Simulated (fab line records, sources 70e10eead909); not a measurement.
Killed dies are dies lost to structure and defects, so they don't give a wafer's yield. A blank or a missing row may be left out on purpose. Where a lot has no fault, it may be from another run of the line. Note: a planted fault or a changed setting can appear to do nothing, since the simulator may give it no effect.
fab line records	flow nand_harc	part 1 of 2: steps 1 to 31 of 45
[record] lots = 5	wafers = 15	last_day = 31
route steps=1302 shown P_GATE@184 P_CONTACT@217
lots that met no fault: from a run of the same line without faults
start_h: start of the lot's first displayed wafer, in hours after the record's first day	wait_h: time in hours since the lot's previous step	" unchanged from the row above	L1.1+2: several wafers, shown together as one row	- value missing, or start not given	* or withheld: withheld	< > ~ a bound
route shown NAME@n: NAME is a module with steps in the file, n the number in the route of the first one	usual: the fault-free wafers' mean and standard deviation	same: alike in all rows	chamber/n: place in a boat	sites: readings site by site	_std_site: how widely they spread, as a standard deviation	_edge_site: the outer-site mean with the inner-site mean subtracted	radius_mm: how far each site lies from the wafer's centre	mask NAME#n: copy n	behind: the tool/chamber that last shaped the wafer	hold: the reason the lot was held/the length of the hold in hours/how it ended	device: whichever transistor did not switch (one of n, p or np)	end of line: the same wafers' tests at the end of the route	step lacking rows: just its recipe	killed: dies that structure and defects cost at the first sort, which is not the same as the wafer's yield	map: the dies of a wafer, with x for killed, . for not killed, _ for no die there
set.NAME: setting as actually run; set.NAME@STEP: the setting as run at that earlier step	model.NAME: the simulator's own value behind a step, which no gauge read
lots seen at some steps along the route; tables by step, rows by wafer
services: when a tool's chamber went out of use (start_h, in hours from the record's first day, below 0 if earlier), for how many hours, and the reason
[[steps]]
[step NHARC_P_GATE_DEVELOP_58]
[recipe] time_s = 70
lot.wafer	tool	chamber	start_h	wait_h
L078.1+3+6	litho_track-07	0	-	-
L081.1+2+3	litho_track-05	0	-	-
L084.3+4+5	litho_track-02	0	-	-
L086.2+5+6	litho_track-07	0	-	-
L092.1+4+6	litho_track-05	0	-	-
[step NHARC_P_GATE_CD_MEAS_59]
[recipe] target_cd_nm = 720	landing_energy_ev = 500
[usual] cd_nm = 719.9/1.8
lot.wafer	tool	chamber	start_h	wait_h	cd_nm
L078.1	cd_sem-02	0	149.92	-	720.4
L078.3	"	0	"	"	718.4
L078.6	"	0	"	"	720.5
L081.1	cd_sem-01	0	184.17	-	720.5
L081.2	"	0	"	"	718.4
L081.3	"	0	"	"	722.0
L084.3	cd_sem-03	0	211.99	-	716.8
L084.4	"	0	"	"	721.3
L084.5	"	0	"	"	719.1
L086.2	cd_sem-01	0	230.48	-	717.7
L086.5	"	0	"	"	719.0
L086.6	"	0	"	"	721.2
L092.1	cd_sem-02	0	290.86	-	717.4
L092.4	"	0	"	"	721.8
L092.6	"	0	"	"	717.3
[step NHARC_P_GATE_HARDBAKE_60]
[recipe] temp_c = 125	time_s = 80
lot.wafer	tool	chamber	start_h	wait_h
L078.1+3+6	litho_track-02	0	150.00	-
L081.1+2+3	litho_track-07	0	184.25	-
L084.3+4+5	litho_track-05	0	212.07	-
L086.2+5+6	litho_track-07	0	230.56	-
L092.1+4+6	litho_track-07	0	290.94	-
[step NHARC_P_GATE_DESCUM_61]
[recipe] time_s = 3	o2_flow_sccm = 200	ar_flow_sccm = 0	bias_power_w = 0	chemistry = O2
[usual] drypump_motor_current_A = 5.6/0.51	o2_flow_sccm = 200.0/0.55	oes_product_au = 1.000/0.0089	rf_vpp_V = 58.1/0.87	showerhead_plenum_p_Torr = 1.98/0.079	throttle_valve_pct = 11.310/0.0079
lot.wafer	tool	chamber	start_h	wait_h	drypump_motor_current_A	o2_flow_sccm	oes_product_au	rf_hours_counter_h	rf_vpp_V	showerhead_plenum_p_Torr	throttle_valve_pct
L078.3	rie_diel-10	0	150.10	-	6.7	200.5	1.013	5.3	57.7	1.90	11.306
L078.1	"	2	"	"	5.1	199.7	1.001	2.9	58.2	2.05	11.309
L078.6	"	3	"	"	5.2	201.1	0.983	-	59.7	2.06	11.304
L081.3	rie_diel-05	0	184.34	-	5.9	200.0	0.997	6.6	57.6	1.93	11.313
L081.2	"	1	"	"	5.1	200.2	1.018	6.8	59.7	2.05	11.311
L081.1	"	3	"	"	6.2	200.6	1.014	5.5	59.7	2.03	11.304
L084.4	rie_diel-08	0	212.14	-	5.1	199.9	1.008	0.2	56.9	1.86	11.303
L084.3	"	1	"	"	6.1	199.7	0.997	0.2	57.5	1.94	11.301
L084.5	"	0	"	"	5.1	200.0	1.002	-	58.8	1.86	11.306
L086.2	rie_diel-08	0	230.64	-	5.1	199.7	0.992	1.0	57.4	1.86	11.294
L086.5	"	0	"	"	5.1	200.3	0.997	-	57.8	1.86	11.305
L086.6	"	1	"	"	6.2	199.4	0.987	-	58.0	1.94	11.306
L092.1	rie_diel-05	2	291.03	-	5.7	200.5	1.021	3.8	59.2	2.05	11.306
L092.4	"	3	"	"	6.2	199.8	0.988	3.6	57.9	2.03	11.307
L092.6	"	2	"	"	5.7	200.7	1.003	-	56.8	2.05	11.322
[step NHARC_P_GATE_IMPLANT_62]
[recipe] energy_kev = 20	dose_cm2 = 3e+15	tilt_deg = 7
[usual] beam_on_s = 31.0/2.7	faraday_current_uA = 12092/1100
lot.wafer	tool	chamber	start_h	wait_h	beam_on_s	faraday_current_uA
L078.1	implanter-02	0	150.23	0.1	27.3	13653
L078.3	"	0	"	"	27.8	13306
L078.6	"	0	"	"	27.9	13257
L081.1	implanter-02	0	184.48	0.1	27.7	13373
L081.2	"	0	"	"	28.0	13248
L081.3	"	0	"	"	27.9	13264
L084.3	implanter-02	0	212.35	0.2	28.2	13196
L084.4	"	0	"	"	29.1	12732
L084.5	"	0	"	"	28.6	12952
L086.2	implanter-01	0	230.82	0.2	33.2	11171
L086.5	"	0	"	"	34.3	10879
L086.6	"	0	"	"	33.7	11114
L092.1	implanter-01	0	291.17	0.1	33.5	11125
L092.4	"	0	"	"	33.6	11078
L092.6	"	0	"	"	34.1	10893
[step NHARC_P_GATE_STRIP_112]
[recipe] power_w = 1500	temp_c = 110	time_s = 200	chemistry = N2/H2
[usual] drypump_motor_current_A = 5.2/0.39	heater_power_w = 89/3.8
lot.wafer	tool	chamber	start_h	wait_h	drypump_motor_current_A	heater_power_w	rf_hours_counter_h
L078.1	plasma_asher-02	1	150.52	0.3	4.9	94	13
L078.3	"	0	"	"	5.9	90	-
L078.6	"	0	"	"	5.9	88	-
L081.2	plasma_asher-02	0	184.70	0.2	5.9	89	20
L081.1	"	1	"	"	4.9	93	20
L081.3	"	1	"	"	4.9	95	-
L084.4	plasma_asher-01	1	212.60	0.2	5.1	88	-
L084.3	"	0	"	"	4.9	87	-
L084.5	"	1	"	"	5.1	87	-
L086.2	plasma_asher-01	0	231.05	0.2	5.0	86	9
L086.5	"	1	"	"	5.1	89	-
L086.6	"	0	"	"	4.9	88	-
L092.1	plasma_asher-01	0	291.40	0.2	4.9	86	24
L092.4	"	1	"	"	5.1	89	-
L092.6	"	0	"	"	4.9	84	-
[step NHARC_P_GATE_STRIP_76]
[recipe] power_w = 1500	temp_c = 250	chemistry = O2
[usual] drypump_motor_current_A = 5.2/0.38	heater_power_w = 332/14
lot.wafer	tool	chamber	start_h	wait_h	drypump_motor_current_A	heater_power_w	rf_hours_counter_h
L078.1	plasma_asher-02	1	150.74	0.2	4.9	363	13
L078.3	"	0	"	"	5.8	334	-
L078.6	"	0	"	"	5.9	336	-
L081.2	plasma_asher-02	0	184.96	0.2	5.9	331	20
L081.1	"	1	"	"	4.9	353	20
L081.3	"	1	"	"	4.9	360	-
L084.4	plasma_asher-01	1	212.80	0.2	5.1	322	-
L084.3	"	0	"	"	4.9	315	-
L084.5	"	1	"	"	5.1	321	-
L086.2	plasma_asher-01	0	231.28	0.2	5.0	317	10
L086.5	"	1	"	"	5.0	329	-
L086.6	"	0	"	"	5.0	329	-
L092.1	plasma_asher-01	0	291.66	0.2	5.0	322	25
L092.4	"	1	"	"	5.0	319	-
L092.6	"	0	"	"	5.0	321	-
[step NHARC_P_GATE_STRIP_63]
[recipe] time_s = 900	temp_c = 130	chemistry = SPM
lot.wafer	tool	chamber	start_h	wait_h
L078.3+6+1	wet_bench-01	3,4,5	150.88	0.1
L081.2+3+1	wet_bench-01	2,3,4	185.11	0.1
L084.3+4+5	wet_bench-04	0,2,3	212.93	0.1
L086.2+6+5	wet_bench-01	5,0,1	231.42	0.1
L092.6+1+4	wet_bench-01	5,0,1	291.81	0.1
[step NHARC_P_GATE_DEHYDRATE_83]
[recipe] temp_c = 150	time_s = 120
lot.wafer	tool	chamber	start_h	wait_h
L078.1+3+6	litho_track-07	0	151.23	-
L081.1+2+3	litho_track-02	0	185.45	-
L084.3+4+5	litho_track-05	0	213.27	-
L086.2+5+6	litho_track-05	0	231.77	-
L092.1+4+6	litho_track-05	0	292.17	-
[step NHARC_P_GATE_HMDS_84]
[recipe] time_s = 30
lot.wafer	tool	chamber	start_h	wait_h
L078.1+3+6	litho_track-07	0	-	-
L081.1+2+3	litho_track-02	0	-	-
L084.3+4+5	litho_track-05	0	-	-
L086.2+5+6	litho_track-05	0	-	-
L092.1+4+6	litho_track-05	0	-	-
[step NHARC_P_GATE_COAT_85]
[recipe] spin_rpm = 3000
lot.wafer	tool	chamber	start_h	wait_h
L078.1+3+6	litho_track-07	0	-	-
L081.1+2+3	litho_track-02	0	-	-
L084.3+4+5	litho_track-05	0	-	-
L086.2+5+6	litho_track-05	0	-	-
L092.1+4+6	litho_track-05	0	-	-
[step NHARC_P_GATE_SOFTBAKE_86]
[recipe] temp_c = 122	time_s = 95
lot.wafer	tool	chamber	start_h	wait_h
L078.1+3+6	litho_track-07	0	-	-
L081.1+2+3	litho_track-02	0	-	-
L084.3+4+5	litho_track-05	0	-	-
L086.2+5+6	litho_track-05	0	-	-
L092.1+4+6	litho_track-05	0	-	-
[step NHARC_P_GATE_EBR_87]
lot.wafer	tool	chamber	start_h	wait_h
L078.1+3+6	litho_track-07	0	-	-
L081.1+2+3	litho_track-02	0	-	-
L084.3+4+5	litho_track-05	0	-	-
L086.2+5+6	litho_track-05	0	-	-
L092.1+4+6	litho_track-05	0	-	-
[step NHARC_P_GATE_EXPOSE_88]
[recipe] na = 0.6	target_cd_nm = 2000	dose_mj = 11.87	mask_id = P_HVN
[same] na = 0.6
lot.wafer	tool	chamber	start_h	wait_h	mask
L078.1+3+6	krf_scanner-01	0	151.50	-	P_HVN#0
L081.1+2+3	krf_scanner-01	0	185.72	-	P_HVN#0
L084.3+4+5	krf_scanner-03	0	213.55	-	P_HVN#0
L086.2+5+6	krf_scanner-02	0	232.04	-	P_HVN#0
L092.1+4+6	krf_scanner-01	0	292.43	-	P_HVN#0
[step NHARC_P_GATE_PEB_89]
[recipe] peb_temp_c = 118	peb_time_s = 85
lot.wafer	tool	chamber	start_h	wait_h
L078.1+3+6	litho_track-02	0	151.56	0.1
L081.1+2+3	litho_track-02	0	185.79	0.1
L084.3+4+5	litho_track-07	0	213.61	0.1
L086.2+5+6	litho_track-07	0	232.10	0.1
L092.1+4+6	litho_track-07	0	292.50	0.1
[step NHARC_P_GATE_DEVELOP_90]
[recipe] time_s = 70
lot.wafer	tool	chamber	start_h	wait_h
L078.1+3+6	litho_track-02	0	-	-
L081.1+2+3	litho_track-02	0	-	-
L084.3+4+5	litho_track-07	0	-	-
L086.2+5+6	litho_track-07	0	-	-
L092.1+4+6	litho_track-07	0	-	-
[step NHARC_P_GATE_CD_MEAS_91]
[recipe] target_cd_nm = 2000	landing_energy_ev = 500
[usual] cd_nm = 1998.5/1.7
lot.wafer	tool	chamber	start_h	wait_h	cd_nm
L078.1	cd_sem-01	0	151.65	-	1999.1
L078.3	"	0	"	"	2000.6
L078.6	"	0	"	"	1999.0
L081.1	cd_sem-01	0	185.88	-	2000.9
L081.2	"	0	"	"	1997.8
L081.3	"	0	"	"	1997.3
L084.3	cd_sem-01	0	213.70	-	1998.5
L084.4	"	0	"	"	1996.2
L084.5	"	0	"	"	1997.6
L086.2	cd_sem-01	0	232.20	-	1996.5
L086.5	"	0	"	"	1994.6
L086.6	"	0	"	"	1997.6
L092.1	cd_sem-02	0	292.59	-	1999.5
L092.4	"	0	"	"	2004.5
L092.6	"	0	"	"	1998.8
[step NHARC_P_GATE_HARDBAKE_92]
[recipe] temp_c = 125	time_s = 80
lot.wafer	tool	chamber	start_h	wait_h
L078.1+3+6	litho_track-05	0	151.73	-
L081.1+2+3	litho_track-05	0	185.96	-
L084.3+4+5	litho_track-02	0	213.78	-
L086.2+5+6	litho_track-07	0	232.28	-
L092.1+4+6	litho_track-05	0	292.67	-
[step NHARC_P_GATE_DESCUM_93]
[recipe] time_s = 3	o2_flow_sccm = 200	ar_flow_sccm = 0	bias_power_w = 0	chemistry = O2
[usual] drypump_motor_current_A = 5.6/0.56	o2_flow_sccm = 200.1/0.54	oes_product_au = 0.999/0.0099	rf_vpp_V = 58.0/0.93	showerhead_plenum_p_Torr = 1.96/0.088	throttle_valve_pct = 11.310/0.0089
lot.wafer	tool	chamber	start_h	wait_h	drypump_motor_current_A	o2_flow_sccm	oes_product_au	rf_hours_counter_h	rf_vpp_V	showerhead_plenum_p_Torr	throttle_valve_pct
L078.1	rie_diel-10	3	151.82	-	5.2	199.1	0.979	5.5	58.8	2.06	11.310
L078.3	"	2	"	"	5.0	199.2	0.999	2.9	58.5	2.05	11.316
L078.6	"	3	"	"	5.2	199.9	0.988	-	58.2	2.06	11.312
L081.3	rie_diel-08	2	186.04	-	5.7	199.4	0.992	8.6	58.1	2.00	11.305
L081.1	"	0	"	"	5.1	200.1	1.000	8.3	57.6	1.86	11.295
L081.2	"	1	"	"	6.2	200.1	0.994	7.8	57.7	1.94	11.314
L084.4	rie_diel-10	1	213.85	-	5.4	201.1	1.003	9.1	55.7	1.80	11.307
L084.3	"	0	"	"	6.7	199.2	1.004	10.2	57.0	1.90	11.292
L084.5	"	1	"	"	5.4	200.9	1.000	-	57.6	1.80	11.313
L086.2	rie_diel-10	2	232.39	-	5.0	200.0	1.014	8.9	58.4	2.05	11.305
L086.5	"	0	"	"	6.7	200.4	1.001	-	58.3	1.90	11.305
L086.6	"	1	"	"	5.4	200.8	1.004	-	57.8	1.80	11.315
L092.1	rie_diel-10	2	292.75	-	5.0	200.4	0.996	2.7	57.1	2.05	11.305
L092.4	"	1	"	"	5.4	199.9	0.993	2.3	58.6	1.80	11.312
L092.6	"	2	"	"	5.0	200.5	1.001	-	58.6	2.05	11.323
[step NHARC_P_GATE_IMPLANT_94]
[recipe] energy_kev = 60	dose_cm2 = 2e+15	tilt_deg = 7
[usual] beam_on_s = 20.2/1.8	faraday_current_uA = 12288/1000
lot.wafer	tool	chamber	start_h	wait_h	beam_on_s	faraday_current_uA
L078.1	implanter-01	0	151.97	0.1	22.1	11249
L078.3	"	0	"	"	22.6	10952
L078.6	"	0	"	"	22.5	10974
L081.1	implanter-01	0	186.19	0.1	21.6	11444
L081.2	"	0	"	"	22.7	10856
L081.3	"	0	"	"	22.6	10981
L084.3	implanter-02	0	214.06	0.2	18.6	13217
L084.4	"	0	"	"	18.2	13503
L084.5	"	0	"	"	18.0	13606
L086.2	implanter-02	0	232.55	0.1	19.2	12767
L086.5	"	0	"	"	18.3	13438
L086.6	"	0	"	"	18.5	13315
L092.1	implanter-01	0	292.90	0.1	23.1	10704
L092.4	"	0	"	"	23.1	10733
L092.6	"	0	"	"	22.6	10981
[step NHARC_P_GATE_STRIP_113]
[recipe] power_w = 1500	temp_c = 110	time_s = 740	chemistry = N2/H2
[usual] drypump_motor_current_A = 5.2/0.37	heater_power_w = 88/4.1
lot.wafer	tool	chamber	start_h	wait_h	drypump_motor_current_A	heater_power_w	rf_hours_counter_h
L078.1	plasma_asher-01	0	152.31	0.3	4.9	81	37
L078.3	"	0	"	"	5.0	81	-
L078.6	"	1	"	"	5.1	86	-
L081.1	plasma_asher-01	1	186.41	0.2	5.0	86	1
L081.2	"	0	"	"	4.9	84	1
L081.3	"	0	"	"	5.0	88	-
L084.4	plasma_asher-02	1	214.46	0.3	4.9	94	-
L084.3	"	0	"	"	5.9	88	-
L084.5	"	1	"	"	4.9	93	-
L086.2	plasma_asher-01	1	232.74	0.2	5.1	88	10
L086.5	"	1	"	"	5.1	87	-
L086.6	"	0	"	"	4.9	86	-
L092.1	plasma_asher-01	1	293.12	0.2	5.1	88	25
L092.4	"	0	"	"	5.0	85	-
L092.6	"	1	"	"	5.1	87	-
[step NHARC_P_GATE_STRIP_95]
[recipe] power_w = 1500	temp_c = 250	chemistry = O2
[usual] drypump_motor_current_A = 5.2/0.37	heater_power_w = 329/15
lot.wafer	tool	chamber	start_h	wait_h	drypump_motor_current_A	heater_power_w	rf_hours_counter_h
L078.1	plasma_asher-01	0	152.92	0.5	5.0	309	38
L078.3	"	0	"	"	4.9	308	-
L078.6	"	1	"	"	5.1	312	-
L081.1	plasma_asher-01	1	187.13	0.6	5.0	327	2
L081.2	"	0	"	"	5.0	316	2
L081.3	"	0	"	"	5.0	320	-
L084.4	plasma_asher-02	1	214.95	0.4	4.9	351	-
L084.3	"	0	"	"	5.9	328	-
L084.5	"	1	"	"	4.9	349	-
L086.2	plasma_asher-01	1	233.45	0.6	5.1	333	10
L086.5	"	1	"	"	5.1	327	-
L086.6	"	0	"	"	5.0	319	-
L092.1	plasma_asher-01	1	293.84	0.6	5.1	330	26
L092.4	"	0	"	"	4.9	315	-
L092.6	"	1	"	"	5.1	327	-
[step NHARC_P_GATE_STRIP_96]
[recipe] time_s = 900	temp_c = 130	chemistry = SPM
lot.wafer	tool	chamber	start_h	wait_h
L078.6+1+3	wet_bench-04	6,7,1	153.14	0.2
L081.1+2+3	wet_bench-05	6,0,3	187.34	0.2
L084.4+5+3	wet_bench-01	7,0,3	215.15	0.2
L086.5+6+2	wet_bench-01	6,7,1	233.66	0.2
L092.4+1+6	wet_bench-04	5,7,0	294.05	0.2
[step NHARC_P_GATE_RTA_64]
[recipe] temp_c = 1050	time_s = 1
[usual] lamp_power_pct = 34.4/1.4	lamp_zone_1_pct = 34.4/1.4	lamp_zone_4_pct = 34.4/1.4	wafer_temp_C_max = 1054.8/1.6
lot.wafer	tool	chamber	start_h	wait_h	lamp_power_pct	lamp_zone_1_pct	lamp_zone_4_pct	wafer_temp_C_max
L078.1	rtp_anneal-02	0	153.47	-	33.0	33.1	33.0	1056.6
L078.3	"	0	"	"	33.0	33.0	33.0	1054.6
L078.6	"	0	"	"	33.1	33.0	33.1	1055.5
L081.1	rtp_anneal-01	0	187.69	-	35.8	35.7	35.8	1052.9
L081.2	"	0	"	"	35.8	35.8	35.8	1053.3
L081.3	"	0	"	"	35.7	35.7	35.7	1053.3
L084.3	rtp_anneal-01	0	215.55	-	35.8	35.8	35.8	1054.8
L084.4	"	0	"	"	35.8	35.8	35.9	1052.0
L084.5	"	0	"	"	35.8	35.8	35.8	1053.3
L086.2	rtp_anneal-01	0	234.04	-	35.8	35.8	35.8	1054.1
L086.5	"	0	"	"	35.8	35.8	35.8	1053.0
L086.6	"	0	"	"	35.8	35.8	35.8	1053.7
L092.1	rtp_anneal-01	0	294.40	-	35.9	35.8	35.8	1053.8
L092.4	"	0	"	"	35.9	35.8	35.8	1053.4
L092.6	"	0	"	"	35.8	35.8	35.8	1053.3
[step NHARC_P_GATE_ETCH_77]
[recipe] target_depth_a = 60	chemistry = dHF	material = SiO2
lot.wafer	tool	chamber	start_h	wait_h
L078.1+6+3	wet_bench-01	3,4,5	153.68	0.2
L081.3+1+2	wet_bench-04	1,2,5	187.89	0.1
L084.5+3+4	wet_bench-04	2,3,5	215.70	0.1
L086.2+5+6	wet_bench-05	4,5,7	234.22	0.1
L092.6+4+1	wet_bench-05	6,7,0	294.61	0.0
[step NHARC_P_GATE_DEGAS_109]
[recipe] temp_c = 300	time_s = 60
[usual] heater_power_w = 457/31
lot.wafer	tool	chamber	start_h	wait_h	heater_power_w
L078.1	pvd_sputter-01	-	153.78	0.1	445
L078.3	"	-	"	"	482
L078.6	"	-	"	"	412
L081.3	pvd_sputter-02	-	187.99	0.1	443
L081.1	"	-	"	"	496
L081.2	"	-	"	"	440
L084.4	pvd_sputter-02	-	215.81	0.1	431
L084.3	"	-	"	"	444
L084.5	"	-	"	"	425
L086.2	pvd_sputter-02	-	234.32	0.1	485
L086.5	"	-	"	"	450
L086.6	"	-	"	"	477
L092.4	pvd_sputter-01	-	294.71	0.1	413
L092.1	"	-	"	"	490
L092.6	"	-	"	"	485
[step NHARC_P_GATE_PRE_CLEAN_110]
[recipe] time_s = 30	bias_v = 200	gas = Ar
lot.wafer	tool	chamber	start_h	wait_h
L078.1+3+6	pvd_sputter-01	-	-	-
L081.1+3+2	pvd_sputter-02	-	-	-
L084.4+3+5	pvd_sputter-02	-	-	-
L086.2+5+6	pvd_sputter-02	-	-	-
L092.4+1+6	pvd_sputter-01	-	-	-
[step NHARC_P_GATE_SPUTTER_78]
[recipe] target_thk_a = 100	material = Ni
lot.wafer	tool	chamber	start_h	wait_h
L078.3+1+6	pvd_sputter-01	-	-	-
L081.3+2+1	pvd_sputter-02	-	-	-
L084.4+3+5	pvd_sputter-02	-	-	-
L086.2+6+5	pvd_sputter-02	-	-	-
L092.4+1+6	pvd_sputter-01	-	-	-
[step NHARC_P_GATE_SPUTTER_79]
[recipe] target_thk_a = 100	material = TiN
lot.wafer	tool	chamber	start_h	wait_h
L078.3+1+6	pvd_sputter-01	-	-	-
L081.1+2+3	pvd_sputter-02	-	-	-
L084.3+4+5	pvd_sputter-02	-	-	-
L086.2+5+6	pvd_sputter-02	-	-	-
L092.4+1+6	pvd_sputter-01	-	-	-
[step NHARC_P_GATE_RTA_80]
[recipe] temp_c = 300	time_s = 30
[usual] wafer_temp_C_max = 301.4/0.42
lot.wafer	tool	chamber	start_h	wait_h	wafer_temp_C_max
L078.1	rtp_anneal-02	0	154.07	-	301.1
L078.3	"	0	"	"	301.2
L078.6	"	0	"	"	301.3
L081.1	rtp_anneal-01	0	188.29	-	300.9
L081.2	"	0	"	"	301.1
L081.3	"	0	"	"	300.8
L084.3	rtp_anneal-02	0	216.15	-	301.2
L084.4	"	0	"	"	301.1
L084.5	"	0	"	"	301.4
L086.2	rtp_anneal-01	0	234.64	-	301.6
L086.5	"	0	"	"	300.9
L086.6	"	0	"	"	301.5
L092.1	rtp_anneal-02	0	295.00	-	301.4
L092.4	"	0	"	"	301.4
L092.6	"	0	"	"	301.4
[step NHARC_P_GATE_STRIP_67]
[recipe] time_s = 600	temp_c = 130	chemistry = SPM
lot.wafer	tool	chamber	start_h	wait_h
L078.3+1+6	wet_bench-01	0,1,5	154.27	0.1
L081.2+1+3	wet_bench-01	6,7,2	188.49	0.1
L084.5+3+4	wet_bench-01	7,1,2	216.30	0.1
L086.2+6+5	wet_bench-05	6,7,0	234.82	0.2
L092.6+4+1	wet_bench-01	4,5,6	295.21	0.0
